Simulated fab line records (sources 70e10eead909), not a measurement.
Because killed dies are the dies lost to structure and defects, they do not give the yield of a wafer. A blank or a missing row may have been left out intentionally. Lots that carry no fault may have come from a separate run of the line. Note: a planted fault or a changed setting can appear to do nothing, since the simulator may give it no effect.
Matching of chambers -- flow nand harc -- NHARC_P_M2_CMP_23 on cmp-02: 4 sister chambers
The step polishes, t overpolish 20 s, target thk 144.3 nm. 8 wafers are shown with their chamber, then 7 later ones without.

WAFERS PAIRED WITH THEIR CHAMBERS
wafer,chamber,motor current A (A),time to endpoint s (s)
L540.1,0,13.9,26
L540.6,3,12.5,32
L544.5,0,13.9,23
L545.1,3,13.4,28
L545.4,1,11.9,36
L545.6,2,13.5,32
L547.3,2,13.1,36
L547.4,1,12.2,39

WAFERS MISSING THEIR CHAMBER
wafer,motor current A (A),time to endpoint s (s)
L547.5,12.6,34
L551.2,12.7,33
L551.4,12.8,32
L551.6,13.3,31
L552.1,12.7,30
L552.4,14.3,25
L552.6,13.2,29

EACH ONE'S CHAMBER
wafer,from the rows above,in truth
L547.5,can't be placed: 3 or 2 or 1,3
L551.2,can't be placed: 3 or 2 or 1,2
L551.4,can't be placed: 3 or 2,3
L551.6,can't be placed: 3 or 2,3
L552.1,can't be placed: 3 or 2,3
L552.4,0,0
L552.6,can't be placed: 3 or 2 or 0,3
Correct placement for 1 of the 7. Not placeable from these rows: 6 (in 6, the candidates include the true chamber). 0 placed wrongly.
How it was worked out, from the rows above alone: a wafer's distance from a chamber is the root of the sum, over the readings, of the square of ((its reading less the chamber's mean) divided by the reading's scatter). The wafer belongs to the nearest chamber; if the next one is less than 2 further off, it can't be placed. A chamber's mean is the mean of its shown wafers. The scatter: the root of (the sum of the squares of (reading less its chamber's mean) over the shown wafers, divided by (wafers less chambers)).
